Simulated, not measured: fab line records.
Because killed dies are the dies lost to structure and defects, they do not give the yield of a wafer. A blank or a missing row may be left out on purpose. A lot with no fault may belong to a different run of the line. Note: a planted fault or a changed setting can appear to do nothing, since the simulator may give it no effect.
fab line records + flow nandHarc
record
- lots=6
- wafers=18
- lastDay=23
route steps=1159 shown A_WL_FILL@816 END@1159
lots untouched by any fault: they come from a run of this same line in which no faults occurred
startH: the number of hours between the record's first day and the start of the first shown wafer of the lot + waitH: hours elapsed since this lot's preceding step + " unchanged from the row above + L1.1+2: a row that stands for several wafers + - value missing, or start not given + * or withheld: withheld + < > ~ a bound
route shown NAME@n: names a module that has steps shown in the file, with the first one's number in the route + usual: the fault-free wafers' mean and standard deviation + same: alike in all rows + chamber/n: place in a boat + sites: per-site readings + _std_site: how widely they spread, as a standard deviation + _edge_site: outer sites' mean less inner sites' + radiusMm: how far each site lies from the wafer's centre + mask NAME#n: copy n + behind: the last tool/chamber to shape the wafer + hold: why the lot went on hold/how many hours it stayed there/how the hold came to an end + device: which transistor (n, p or np) failed to switch + end of line: at the end of the route, the tests of the same wafers + a step given without rows: its recipe and nothing more + killed: at the first sort, the dies lost to defects and structure; wafer yield is something else + map: per-die view of a wafer (x killed, . not killed, _ where there is no die)
set.NAME: setting as actually run; set.NAME@STEP: the setting as run at that earlier step + model.NAME: the simulator's own value behind a step, which no gauge read
certain route steps with their lots: each step a table, each wafer a row
services: the hour from which a tool's chamber was out of use, counted from the record's first day as startH (under 0 if before that day), plus the number of hours and why
## steps
# step NHARC_A_WL_FILL_STRIP_27
# recipe
- powerW=1500
- tempC=250
- timeS=20
- chemistry=N2/H2
# usual
- drypumpMotorCurrentA=5.9/0.42
- heaterPowerW=320/9.8
| lot.wafer | tool           | chamber | startH | waitH | drypumpMotorCurrentA | heaterPowerW | rfHoursCounterH |
|-----------|----------------|---------|--------|-------|----------------------|--------------|-----------------|
| L270.4    | plasmaAsher-01 | 1       | 344.37 | 0.2   | 6.3                  | 325          | -               |
| L270.3    | "              | 0       | "      | "     | 5.4                  | 328          | -               |
| L270.6    | "              | 0       | "      | "     | 5.4                  | 329          | -               |
| L272.1    | plasmaAsher-01 | 0       | 349.21 | 0.1   | 5.5                  | 326          | 21              |
| L272.3    | "              | 1       | "      | "     | 6.3                  | 310          | -               |
| L272.4    | "              | 0       | "      | "     | 5.5                  | 329          | -               |
| L280.1    | plasmaAsher-02 | 1       | 408.67 | 0.2   | 5.7                  | 305          | 13              |
| L280.3    | "              | 1       | "      | "     | 5.7                  | 309          | -               |
| L280.6    | "              | 1       | "      | "     | 5.7                  | 302          | -               |
| L282.1    | plasmaAsher-02 | 1       | 435.24 | 0.1   | 5.7                  | 299          | 20              |
| L282.4    | "              | 0       | "      | "     | 6.4                  | 324          | -               |
| L282.3    | "              | 1       | "      | "     | 5.7                  | 305          | -               |
| L283.2    | plasmaAsher-01 | 1       | 435.28 | 0.1   | 6.3                  | 321          | 52              |
| L283.3    | "              | 0       | "      | "     | 5.4                  | 320          | -               |
| L283.6    | "              | 1       | "      | "     | 6.3                  | 322          | -               |
| L286.3    | plasmaAsher-01 | 0       | 438.12 | 0.2   | 5.5                  | 331          | -               |
| L286.5    | "              | 1       | "      | "     | 6.3                  | 325          | -               |
| L286.6    | "              | 0       | "      | "     | 5.4                  | 330          | -               |
# step NHARC_A_WL_FILL_STRIP_28
# recipe
- timeS=1200
- tempC=72.5
- chemistry=postEtchResidueRemover
# step NHARC_A_WL_FILL_PRECLEAN_06
# recipe
- timeS=300
- chemistry=DIW
# step NHARC_A_WL_FILL_SRD_07
# step NHARC_A_WL_FILL_ANNEAL_08
# recipe
- tempC=450
- timeS=1800
# step NHARC_A_WL_FILL_ALD_10
# recipe
- targetThkA=500
- pulseTimeS=10
- aldCycles=500
- tempC=300
- material=SiO2
# usual
- heaterPowerW=453/38
- precursorPulseHeightRel=1.001/0.022
- susceptorTempC=300.01/0.19
| lot.wafer | tool     | chamber | startH | waitH | heaterPowerW | precursorPulseHeightRel | susceptorTempC |
|-----------|----------|---------|--------|-------|--------------|-------------------------|----------------|
| L270.3    | aldHk-04 | 3       | 348.94 | 2.1   | 477          | 1.012                   | 300.24         |
| L270.4    | "        | 2       | 352.01 | 5.2   | 499          | 1.029                   | 299.96         |
| L270.6    | "        | 0       | 354.05 | 7.2   | 467          | 1.054                   | 299.53         |
| L272.3    | aldHk-02 | 1       | 354.40 | 0.0   | 428          | 0.978                   | 299.93         |
| L272.1    | "        | 2       | "      | "     | 422          | 1.020                   | 300.11         |
| L272.4    | "        | 3       | "      | "     | 410          | 0.960                   | 300.08         |
| L280.3    | aldHk-04 | 1       | 414.90 | 1.1   | 490          | 0.983                   | 299.63         |
| L280.1    | "        | 2       | "      | "     | 503          | 0.979                   | 299.87         |
| L280.6    | "        | 0       | 416.44 | 2.6   | 480          | 1.011                   | 300.49         |
| L282.1    | aldHk-02 | 1       | 438.04 | 0.5   | 445          | 0.973                   | 299.96         |
| L282.4    | "        | 2       | "      | "     | 418          | 1.026                   | 300.15         |
| L282.3    | "        | 0       | 439.60 | 2.1   | 440          | 1.026                   | 299.77         |
| L286.3    | aldHk-02 | 2       | 441.16 | 0.7   | 421          | 1.021                   | 299.88         |
| L286.5    | "        | 2       | 443.26 | 2.8   | 440          | 1.021                   | 299.82         |
| L286.6    | "        | 3       | "      | "     | 420          | 0.969                   | 299.96         |
| L283.2    | aldHk-04 | 2       | 441.24 | 0.8   | 494          | 0.982                   | 300.12         |
| L283.3    | "        | 0       | 442.27 | 1.8   | 504          | 1.017                   | 299.68         |
| L283.6    | "        | 2       | 443.31 | 2.8   | 504          | 0.955                   | 300.42         |
# step NHARC_A_WL_FILL_ETCHBACK_16
# recipe
- targetDepthA=880
- timeS=17.6
- c4f8FlowSccm=withheld
- o2FlowSccm=8
- arFlowSccm=withheld
- rfW=600
- biasW=800
- chemistry=C4F8/O2/Ar
# step NHARC_A_WL_FILL_STRIP_29
# recipe
- timeS=20
- o2FlowSccm=500
- arFlowSccm=0
- biasW=0
- chemistry=O2
# usual
- drypumpMotorCurrentA=5.6/0.34
- oesProductAu=1.002/0.0085
- rfVppV=58.0/0.84
- showerheadPlenumPTorr=3.60/0.11
- throttleValvePct=17.037/0.0083
| lot.wafer | tool       | chamber | startH | waitH | drypumpMotorCurrentA | oesProductAu | rfHoursCounterH | rfVppV | showerheadPlenumPTorr | throttleValvePct |
|-----------|------------|---------|--------|-------|----------------------|--------------|-----------------|--------|-----------------------|------------------|
| L270.3    | rieDiel-03 | 0       | 356.72 | 0.1   | 5.5                  | 1.006        | 5.4             | 58.6   | 3.70                  | 17.039           |
| L270.4    | "          | 2       | "      | "     | 5.7                  | 0.985        | 5.8             | 59.5   | 3.74                  | 17.050           |
| L270.6    | "          | 3       | "      | "     | 5.5                  | 1.000        | -               | 58.0   | 3.55                  | 17.041           |
| L272.1    | rieDiel-12 | 3       | 359.14 | 0.1   | 5.9                  | 1.005        | 8.1             | 57.7   | 3.47                  | 17.035           |
| L272.3    | "          | 0       | "      | "     | 6.2                  | 0.997        | 7.2             | 57.0   | 3.55                  | 17.040           |
| L272.4    | "          | 1       | "      | "     | 5.6                  | 0.997        | 8.7             | 57.9   | 3.40                  | 17.045           |
| L280.3    | rieDiel-03 | 0       | 418.60 | 0.1   | 5.5                  | 0.997        | 0.8             | 59.5   | 3.70                  | 17.043           |
| L280.1    | "          | 2       | "      | "     | 5.8                  | 1.010        | 1.0             | 58.9   | 3.73                  | 17.036           |
| L280.6    | "          | 1       | "      | "     | 5.5                  | 0.996        | -               | 58.4   | 3.70                  | 17.042           |
| L282.4    | rieDiel-03 | 0       | 442.80 | 0.1   | 5.5                  | 0.994        | 1.7             | 58.9   | 3.70                  | 17.043           |
| L282.3    | "          | 1       | "      | "     | 5.5                  | 1.001        | 1.8             | 59.3   | 3.70                  | 17.026           |
| L282.1    | "          | 3       | "      | "     | 5.5                  | 0.996        | 1.7             | 57.7   | 3.55                  | 17.044           |
| L283.3    | rieDiel-12 | 1       | 445.48 | 0.1   | 5.6                  | 0.999        | 3.1             | 58.0   | 3.40                  | 17.043           |
| L283.2    | "          | 2       | "      | "     | 5.9                  | 1.001        | 2.8             | 58.5   | 3.77                  | 17.034           |
| L283.6    | "          | 2       | "      | "     | 5.9                  | 1.014        | -               | 58.2   | 3.77                  | 17.042           |
| L286.3    | rieDiel-08 | 3       | 445.95 | 0.1   | 6.1                  | 0.992        | 4.1             | 57.1   | 3.62                  | 17.027           |
| L286.5    | "          | 1       | "      | "     | 5.1                  | 1.001        | -               | 57.5   | 3.61                  | 17.042           |
| L286.6    | "          | 2       | "      | "     | 5.3                  | 1.006        | -               | 58.2   | 3.55                  | 17.042           |
# step NHARC_A_WL_FILL_ETCHBACK_17
# recipe
- targetDepthA=40
- timeS=26.7
- chemistry=Cl2/BCl3
# usual
- drypumpMotorCurrentA=5.3/0.31
- oesProductAu=0.998/0.0072
| lot.wafer | tool        | chamber | startH | waitH | drypumpMotorCurrentA | oesProductAu | rfHoursCounterH |
|-----------|-------------|---------|--------|-------|----------------------|--------------|-----------------|
| L270.4    | rieMetal-03 | 0       | 356.84 | -     | 5.4                  | 0.994        | -               |
| L270.3    | "           | 1       | "      | "     | 5.3                  | 0.990        | -               |
| L270.6    | "           | 0       | "      | "     | 5.4                  | 0.987        | -               |
| L272.1    | rieMetal-02 | 0       | 359.25 | -     | 6.1                  | 1.003        | 5.1             |
| L272.3    | "           | 1       | "      | "     | 5.4                  | 1.001        | -               |
| L272.4    | "           | 0       | "      | "     | 6.1                  | 0.997        | -               |
| L280.1    | rieMetal-02 | 1       | 418.69 | -     | 5.4                  | 1.009        | 0.9             |
| L280.3    | "           | 0       | "      | "     | 6.1                  | 1.008        | -               |
| L280.6    | "           | 0       | "      | "     | 6.1                  | 1.007        | -               |
| L282.1    | rieMetal-03 | 0       | 442.91 | -     | 5.4                  | 0.993        | 3.6             |
| L282.3    | "           | 1       | "      | "     | 5.3                  | 0.993        | -               |
| L282.4    | "           | 0       | "      | "     | 5.5                  | 0.987        | -               |
| L283.2    | rieMetal-01 | 0       | 445.59 | -     | 5.0                  | 0.992        | 3.0             |
| L283.3    | "           | 0       | "      | "     | 5.0                  | 0.998        | -               |
| L283.6    | "           | 0       | "      | "     | 5.0                  | 0.982        | -               |
| L286.3    | rieMetal-03 | 1       | 446.09 | -     | 5.3                  | 0.994        | -               |
| L286.6    | "           | 0       | "      | "     | 5.4                  | 0.997        | -               |
| L286.5    | "           | 1       | "      | "     | 5.2                  | 1.003        | -               |
# step NHARC_A_WL_FILL_PRECLEAN_18
# recipe
- timeS=30
- chemistry=dHF
# step NHARC_A_WL_FILL_SRD_21
# step NHARC_A_WL_FILL_CVD_23
# recipe
- targetThkA=400
- tempC=620
- pressureMtorr=200
- timeS=800
- material=poly-Si
# usual
- pressureMtorr=200.1/0.4
- runLengthS=801.8/0.43
- spikeTcTopC=638.1/2.9
- tubeCenterTempC=620/0.054
| lot.wafer | tool         | chamber | startH | waitH | pressureMtorr | runLengthS | spikeTcTopC | tubeCenterTempC |
|-----------|--------------|---------|--------|-------|---------------|------------|-------------|-----------------|
| L270.3    | lpcvdPoly-04 | -       | 359.62 | 2.6   | -             | -          | -           | -               |
| L270.4    | "            | -       | "      | "     | -             | -          | -           | -               |
| L270.6    | "            | -       | "      | "     | -             | -          | -           | -               |
| L272.1    | lpcvdPoly-04 | -       | 359.62 | 0.2   | -             | -          | -           | -               |
| L272.3    | "            | -       | "      | "     | -             | -          | -           | -               |
| L272.4    | "            | -       | "      | "     | -             | -          | -           | -               |
| L280.1    | lpcvdPoly-03 | 0       | 421.32 | 2.4   | 200.2         | 801.7      | 632.9       | 620.08          |
| L280.3    | "            | 0       | "      | "     | 200.4         | 801.7      | 635.0       | 620.03          |
| L280.6    | "            | 0       | "      | "     | 199.5         | 801.7      | 635.3       | 620             |
| L282.1    | lpcvdPoly-02 | 0       | 444.85 | 1.7   | 200.6         | 801.3      | 638.4       | 620.06          |
| L282.3    | "            | 0       | "      | "     | 200.6         | 801.3      | 639.0       | 619.94          |
| L282.4    | "            | 0       | "      | "     | 200.2         | 801.3      | 638.5       | 620.07          |
| L283.2    | lpcvdPoly-03 | 0       | 448.20 | -     | 200.3         | 802.2      | 634.1       | 619.94          |
| L283.3    | "            | 0       | "      | "     | 200.2         | 802.2      | 636.7       | 620.03          |
| L283.6    | "            | 0       | "      | "     | 199.8         | 802.2      | 631.4       | 619.99          |
| L286.3    | lpcvdPoly-03 | 0       | 448.20 | 2.0   | 200.3         | 802.2      | 635.9       | 620.03          |
| L286.5    | "            | 0       | "      | "     | 200.0         | 802.2      | 634.1       | 620.07          |
| L286.6    | "            | 0       | "      | "     | 200.2         | 802.2      | 632.6       | 620.1           |
# step NHARC_A_WL_FILL_ETCHBACK_26
# recipe
- targetDepthA=520
- timeS=13.3
- hbrFlowSccm=150
- rfW=350
- icpW=350
- biasW=60
- chemistry=HBr
# usual
- drypumpMotorCurrentA=5.8/0.32
- hbrFlowSccm=150.0/0.45
- oesProductAu=1.000/0.0079
- throttleValvePct=23.265/0.0093
| lot.wafer | tool     | chamber | startH | waitH | drypumpMotorCurrentA | hbrFlowSccm | oesProductAu | rfHoursCounterH | throttleValvePct |
|-----------|----------|---------|--------|-------|----------------------|-------------|--------------|-----------------|------------------|
| L270.4    | rieSi-05 | 2       | 362.18 | 0.4   | 5.3                  | 150.2       | 0.994        | 1.0             | 23.264           |
| L270.3    | "        | 0       | "      | "     | 5.8                  | 149.7       | 1.017        | 0.8             | 23.265           |
| L270.6    | "        | 1       | "      | "     | 6.0                  | 149.5       | 1.004        | -               | 23.260           |
| L272.3    | rieSi-03 | 2       | 362.18 | 0.4   | 6.2                  | 150.8       | 1.008        | 0.1             | 23.264           |
| L272.4    | "        | 3       | "      | "     | 5.7                  | 149.7       | 1.013        | 0.1             | 23.269           |
| L272.1    | "        | 0       | "      | "     | 6.0                  | 149.8       | 0.997        | 0.1             | 23.256           |
| L280.3    | rieSi-03 | 2       | 423.92 | 0.4   | 6.2                  | 150.1       | 0.992        | 0.7             | 23.264           |
| L280.1    | "        | 3       | "      | "     | 5.7                  | 150.4       | 0.983        | 0.7             | 23.261           |
| L280.6    | "        | 3       | "      | "     | 5.7                  | 150.4       | 0.990        | -               | 23.255           |
| L282.4    | rieSi-02 | 0       | 447.43 | 0.4   | 5.9                  | 149.8       | 0.986        | 0.5             | 23.258           |
| L282.3    | "        | 1       | "      | "     | 6.0                  | 149.9       | 0.988        | 0.5             | 23.273           |
| L282.1    | "        | 3       | "      | "     | 5.3                  | 150.7       | 0.995        | 0.5             | 23.274           |
| L283.2    | rieSi-02 | 2       | 450.76 | 0.4   | 5.8                  | 150.5       | 1.005        | 0.5             | 23.259           |
| L283.3    | "        | 0       | "      | "     | 5.9                  | 149.5       | 1.007        | 0.5             | 23.260           |
| L283.6    | "        | 2       | "      | "     | 5.8                  | 150.6       | 1.002        | -               | 23.244           |
| L286.3    | rieSi-05 | 0       | 450.79 | 0.4   | 5.8                  | 149.7       | 1.008        | 0.2             | 23.258           |
| L286.5    | "        | 2       | "      | "     | 5.3                  | 149.7       | 1.004        | -               | 23.260           |
| L286.6    | "        | 3       | "      | "     | 5.5                  | 149.7       | 1.014        | -               | 23.276           |
# step NHARC_END_SORT_01
# recipe
- tempC=25
# usual
- killedAtArray=28/11
- killedAtOther=0.8/1.3
- killedAtPeriphery=3.6/2.5
- killedDies=32/11
- killedOpen=3.0/1.8
- killedShort=2.0/1.5
# same
- grossDies=677
| lot.wafer | tool      | chamber | startH | waitH | killedAtArray | killedAtOther | killedAtPeriphery | killedDies | killedOpen | killedShort |
|-----------|-----------|---------|--------|-------|---------------|---------------|-------------------|------------|------------|-------------|
| L272.1    | prober-02 | 0       | 477.26 | 2.5   | 33            | 0             | 3                 | 36         | 1          | 2           |
| L282.1    | prober-02 | 0       | 524.24 | 2.5   | 25            | 0             | 1                 | 26         | 5          | 1           |
| L282.3    | prober-02 | 0       | 525.83 | 3.1   | 25            | 0             | 3                 | 28         | 3          | 1           |
| L282.4    | prober-02 | 0       | 526.62 | 3.4   | 36            | 0             | 2                 | 38         | 3          | 3           |
# killed by level:class
L272.1 A_SLIT:chamberFilmFlake=14 A_CHANNEL_HOLE_D1:chamberFilmFlake=12 A_WL_FILL:chamberFilmFlake=3 A_BONDPAD:chamberFilmFlake=2 P_CONTACT:geometricParticle:short=1 P_M0:geometricParticle:open=1 A_WL_FILL:geometricParticle:short=1 P_M1:chamberFilmFlake=1
L282.1 A_CHANNEL_HOLE_D1:chamberFilmFlake=14 A_M0:geometricParticle:open=2 A_STAIRCASE:chamberFilmFlake=2 A_CONTACT:chamberFilmFlake=2 P_CONTACT:geometricParticle:open=1 A_ONON_D1:geometricParticle:open=1 A_ONON_D1:geometricParticle:short=1 A_CONTACT:geometricParticle:open=1
L282.3 A_CHANNEL_HOLE_D1:chamberFilmFlake=13 A_CONTACT:chamberFilmFlake=5 P_STI:chamberFilmFlake=2 A_STAIRCASE:chamberFilmFlake=2 A_CHANNEL_HOLE_D1:geometricParticle:short=1 A_WL_FILL:geometricParticle:open=1 A_CONTACT:geometricParticle:open=1 A_M0:geometricParticle:open=1
L282.4 A_CHANNEL_HOLE_D1:chamberFilmFlake=24 A_CONTACT:chamberFilmFlake=6 P_ZERO_WELL:geometricParticle:short=1 A_ONON_D1:geometricParticle:open=1 A_CHANNEL_FILL_D1:geometricParticle:open=1 A_SGD_CUT:geometricParticle:short=1 A_M0:geometricParticle:short=1 A_M1:geometricParticle:open=1
## services
| tool           | chamber | startH | hours | kind   |
|----------------|---------|--------|-------|--------|
| aldHk-02       | -       | 321.88 | 3.0   | repair |
| rieDiel-03     | 0       | 322.30 | -     | clean  |
| rieDiel-03     | 1       | 322.30 | -     | clean  |
| rieDiel-03     | 2       | 322.30 | -     | clean  |
| rieDiel-03     | 3       | 322.30 | -     | clean  |
| rieMetal-01    | -       | 332.00 | 9.0   | pm     |
| rieSi-03       | -       | 332.00 | 9.0   | pm     |
| rieDiel-03     | 0       | 346.80 | -     | clean  |
| rieMetal-01    | -       | 347.67 | 0.3   | repair |
| plasmaAsher-02 | -       | 349.83 | 0.3   | repair |
| plasmaAsher-02 | -       | 360.63 | 9.0   | pm     |
| aldHk-04       | -       | 364.00 | 10.0  | pm     |
| rieDiel-03     | 2       | 364.58 | 3.6   | repair |
| rieSi-05       | 3       | 366.30 | 3.3   | repair |
| rieDiel-12     | 1       | 371.22 | 2.4   | repair |
| rieMetal-03    | 0       | 374.05 | 27.6  | repair |
| rieDiel-12     | -       | 379.40 | 9.0   | pm     |
| rieDiel-08     | -       | 386.14 | 0.4   | repair |
| rieSi-02       | -       | 388.00 | 9.0   | pm     |
| rieMetal-02    | -       | 388.03 | 9.0   | pm     |
| rieMetal-01    | 0       | 389.93 | 6.3   | repair |
| rieDiel-03     | -       | 392.30 | 9.0   | pm     |
| rieSi-05       | -       | 416.00 | 9.0   | pm     |
| lpcvdPoly-04   | -       | 443.85 | 21.8  | repair |
## key
firstSign
- step=NHARC_A_WL_FILL_CVD_23
- reading=toolRecord
- direction=missing
effect none on later readings
metAt NHARC_A_WL_FILL_CVD_23
struckWafers L270.3,L270.4,L270.6,L272.1,L272.3,L272.4
testerLeftOut L270,L272
fault
- kind=skippedStepWhole
- tool=lpcvdPoly-04
- chamber=-
- onsetH=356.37
- steps=NHARC_A_WL_FILL_CVD_23
- scope=struckLotsOnly
# testerLeftOut: of these lots the tester's yield and bins aren't shown, on N5 and GAA mostly nor the transistor test; their killed dies are dies lost to structure and defects alone, not to doping, threshold or leakage, so they don't give the yield
